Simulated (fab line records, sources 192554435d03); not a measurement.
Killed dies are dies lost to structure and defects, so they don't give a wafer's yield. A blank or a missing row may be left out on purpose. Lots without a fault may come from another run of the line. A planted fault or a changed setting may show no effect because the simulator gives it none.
Split-lot experiment | flow n5_finfet | 7 lots, 21 wafers read, on a route of 1938 steps

THE SPLIT
At N5_BEOL_M9_COAT_22 (resist thk 30 nm), the setting spin_rpm was moved away from the recipe's 1500 rpm on 8 of the 21 wafers read, by -4.7% to +9.4%. The other wafers ran this setting at the recipe's value.

FROM THE SPLIT TO THE READING: what the file shows between them, 6 steps
- N5_BEOL_M9_EBR_24
- N5_BEOL_M9_SOFTBAKE_23: time 60 s
- N5_BEOL_M9_EXPOSE_25: exposes mask V8
- N5_BEOL_M9_PEB_26: peb time 60 s
- N5_BEOL_M9_DEVELOP_27: develop time 30 s
- N5_BEOL_M9_DESCUM_33: chemistry O2, time 7 s

THE READING
CAR-EUV_of_BEOL_M9_COAT_22.thk_nm (the simulator's own value, which no gauge read), in nm, at N5_BEOL_M9_ETCH_76 (etches underlayer in N2/H2, target depth 6.5 nm, time 5.2 s). The file gives no usual value for it. The 13 wafers here that ran the recipe average 20.4 nm, standard deviation 0.12 nm.

wafer  | tool, chamber at the split | spin_rpm as run, rpm | against the recipe | CAR-EUV_of_BEOL_M9_COAT_22.thk_nm, nm | against lot-mates on the recipe
L075.1 | litho_track-02, 0          | 1500                 | recipe             | 20.2                                  | -
L075.2 | litho_track-02, 0          | 1500                 | recipe             | 20.6                                  | -
L075.3 | litho_track-02, 0          | 1500                 | recipe             | 20.4                                  | -
L076.3 | litho_track-05, 0          | 1500                 | recipe             | 20.2                                  | -
L076.4 | litho_track-05, 0          | 1500                 | recipe             | 20.4                                  | -
L076.6 | litho_track-05, 0          | 1500                 | recipe             | 20.4                                  | -
L081.1 | litho_track-01, 0          | 1554                 | +3.6%              | 19.8                                  | -0.6
L081.2 | litho_track-01, 0          | 1500                 | recipe             | 20.4                                  | -
L081.3 | litho_track-01, 0          | 1554                 | +3.6%              | 20                                    | -0.4
L083.1 | litho_track-02, 0          | 1641                 | +9.4%              | 19.2                                  | -1.0
L083.2 | litho_track-02, 0          | 1641                 | +9.4%              | 19.2                                  | -1.0
L083.3 | litho_track-02, 0          | 1500                 | recipe             | 20.2                                  | -
L086.3 | litho_track-05, 0          | 1632                 | +8.8%              | 19.2                                  | -1.2
L086.4 | litho_track-05, 0          | 1500                 | recipe             | 20.4                                  | -
L086.6 | litho_track-05, 0          | 1632                 | +8.8%              | 19                                    | -1.4
L089.1 | litho_track-05, 0          | 1430                 | -4.7%              | 21.2                                  | +0.8
L089.3 | litho_track-05, 0          | 1500                 | recipe             | 20.4                                  | -
L089.4 | litho_track-05, 0          | 1500                 | recipe             | 20.4                                  | -
L090.4 | litho_track-01, 0          | 1500                 | recipe             | 20.2                                  | -
L090.5 | litho_track-01, 0          | 1614                 | +7.6%              | 19.2                                  | -1.1
L090.6 | litho_track-01, 0          | 1500                 | recipe             | 20.4                                  | -

THE FIT
A straight line over all 21 wafers: CAR-EUV_of_BEOL_M9_COAT_22.thk_nm changes by -0.139 nm for each +1% of spin_rpm; r = -0.98; the points scatter about the line by 0.13 nm.
The same after taking each lot's own level away (the mean of its wafers on the recipe; 21 wafers): -0.133 nm for each +1%; r = -0.97; scatter 0.14 nm.
On that fit, the largest move of spin_rpm shifts the reading by 1.2 nm.
The lots' own levels span 20.20 to 20.40 nm, that is 1.7 times the standard deviation above.
So the lot-to-lot level changes the slope little: the two slopes agree.
Check: with one of the wafers moved furthest among these (+9.4%) left out of the fit, the line predicts -1.29 nm for it against its lot-mates. It came out at -1 nm against them.

OTHER SPLITS ON THESE WAFERS
These wafers also went through other splits before the reading. Each is held against what the fit with the lots' levels taken away leaves over:
other split on the same wafers | wafers away from the commonest value | r with CAR-EUV_of_BEOL_M9_COAT_22.thk_nm (lot level and that fit taken away)
N5_BEOL_M9_ETCH_62 source_w    | 7                                    | +0.14

THE WHOLE CHAIN: every reading that the file lists as answering this split, in the file's order
step                  | what it does                                                | reading                                                                            | change (the file's fit)               | r (the file's)
N5_BEOL_M9_COAT_22    | resist thk 30 nm                                            | CAR-EUV_of_BEOL_M9_COAT_22.thk_nm (the simulator's own value, which no gauge read) | -0.14 nm for each +1% of the setting  | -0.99
N5_BEOL_M9_DEVELOP_27 | develop time 30 s                                           | CAR-EUV_of_BEOL_M9_COAT_22.thk_nm (the simulator's own value, which no gauge read) | -0.146 nm for each +1% of the setting | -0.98
N5_BEOL_M9_ETCH_76    | etches underlayer in N2/H2, target depth 6.5 nm, time 5.2 s | CAR-EUV_of_BEOL_M9_COAT_22.thk_nm (the simulator's own value, which no gauge read) | -0.134 nm for each +1% of the setting | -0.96

THE FILE'S OWN FIT
CAR-EUV_of_BEOL_M9_COAT_22.thk_nm changes by -0.134 nm for each +1% of spin_rpm, r = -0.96.
